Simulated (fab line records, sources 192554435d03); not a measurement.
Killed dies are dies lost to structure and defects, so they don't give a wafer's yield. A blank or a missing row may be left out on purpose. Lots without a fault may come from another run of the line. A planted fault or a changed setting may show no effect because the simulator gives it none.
Split-lot experiment | flow n5_finfet | 7 lots, 21 wafers read, on a route of 1938 steps

THE SPLIT
At N5_BEOL_M1_COAT_05 (resist thk 30 nm), the setting spin_rpm was moved away from the recipe's 1500 rpm on 8 of the 21 wafers read, by -11.1% to +10.3%. The other wafers ran this setting at the recipe's value.

FROM THE SPLIT TO THE READING: what the file shows between them, 4 steps
- N5_BEOL_M1_EBR_07
- N5_BEOL_M1_SOFTBAKE_06: time 60 s
- N5_BEOL_M1_EXPOSE_08: exposes mask M1
- N5_BEOL_M1_PEB_09: peb time 60 s

THE READING
CAR-EUV_of_BEOL_M1_COAT_05.thk_nm (the simulator's own value, which no gauge read), in nm, at N5_BEOL_M1_DEVELOP_10 (develop time 30 s). The file gives no usual value for it. The 13 wafers here that ran the recipe average 29.5 nm, standard deviation 0.1 nm.

wafer  | tool, chamber at the split | spin_rpm as run, rpm | against the recipe | CAR-EUV_of_BEOL_M1_COAT_05.thk_nm, nm | against lot-mates on the recipe
L077.1 | litho_track-05, 0          | 1620                 | +8.0%              | 28.2                                  | -1.2
L077.2 | litho_track-05, 0          | 1620                 | +8.0%              | 28.2                                  | -1.2
L077.3 | litho_track-05, 0          | 1500                 | recipe             | 29.4                                  | -
L078.3 | litho_track-03, 0          | 1500                 | recipe             | 29.4                                  | -
L078.4 | litho_track-03, 0          | 1500                 | recipe             | 29.4                                  | -
L078.5 | litho_track-03, 0          | 1500                 | recipe             | 29.4                                  | -
L079.2 | litho_track-05, 0          | 1500                 | recipe             | 29.4                                  | -
L079.4 | litho_track-05, 0          | 1500                 | recipe             | 29.4                                  | -
L079.5 | litho_track-05, 0          | 1638                 | +9.2%              | 28.2                                  | -1.2
L080.3 | litho_track-04, 0          | 1500                 | recipe             | 29.6                                  | -
L080.5 | litho_track-04, 0          | 1500                 | recipe             | 29.6                                  | -
L080.4 | litho_track-04, 0          | 1655                 | +10.3%             | 28                                    | -1.6
L091.4 | litho_track-04, 0          | 1333                 | -11.1%             | 31.6                                  | +2.0
L091.5 | litho_track-04, 0          | 1333                 | -11.1%             | 31.4                                  | +1.8
L091.6 | litho_track-04, 0          | 1500                 | recipe             | 29.6                                  | -
L094.2 | litho_track-05, 0          | 1500                 | recipe             | 29.6                                  | -
L094.3 | litho_track-05, 0          | 1500                 | recipe             | 29.6                                  | -
L094.4 | litho_track-05, 0          | 1500                 | recipe             | 29.6                                  | -
L095.2 | litho_track-03, 0          | 1391                 | -7.3%              | 30.8                                  | +1.2
L095.3 | litho_track-03, 0          | 1391                 | -7.3%              | 30.8                                  | +1.2
L095.5 | litho_track-03, 0          | 1500                 | recipe             | 29.6                                  | -

THE FIT
A straight line over all 21 wafers: CAR-EUV_of_BEOL_M1_COAT_05.thk_nm changes by -0.166 nm for each +1% of spin_rpm; r = -0.99; the points scatter about the line by 0.12 nm.
The same after taking each lot's own level away (the mean of its wafers on the recipe; 21 wafers): -0.158 nm for each +1%; r = -1.00; scatter 0.075 nm.
On that fit, the largest move of spin_rpm shifts the reading by 1.8 nm.
The lots' own levels span 29.40 to 29.60 nm, that is 2.0 times the standard deviation above.
So the lot-to-lot level changes the slope little: the two slopes agree.
Check: with one of the wafers moved furthest among these (-11.1%) left out of the fit, the line predicts +1.74 nm for it against its lot-mates. It came out at +2 nm against them.

OTHER SPLITS ON THESE WAFERS
These wafers also went through other splits before the reading. Each is held against what the fit with the lots' levels taken away leaves over:
other split on the same wafers  | wafers away from the commonest value | r with CAR-EUV_of_BEOL_M1_COAT_05.thk_nm (lot level and that fit taken away)
N5_BEOL_M0_SAQP_PECVD_04 time_s | 9                                    | +0.07

THE WHOLE CHAIN: every reading that the file lists as answering this split, in the file's order
step                  | what it does      | reading                                                                            | change (the file's fit)               | r (the file's)
N5_BEOL_M1_COAT_05    | resist thk 30 nm  | CAR-EUV_of_BEOL_M1_COAT_05.thk_nm (the simulator's own value, which no gauge read) | -0.144 nm for each +1% of the setting | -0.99
N5_BEOL_M1_DEVELOP_10 | develop time 30 s | CAR-EUV_of_BEOL_M1_COAT_05.thk_nm (the simulator's own value, which no gauge read) | -0.155 nm for each +1% of the setting | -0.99

THE FILE'S OWN FIT
CAR-EUV_of_BEOL_M1_COAT_05.thk_nm changes by -0.155 nm for each +1% of spin_rpm, r = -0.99.
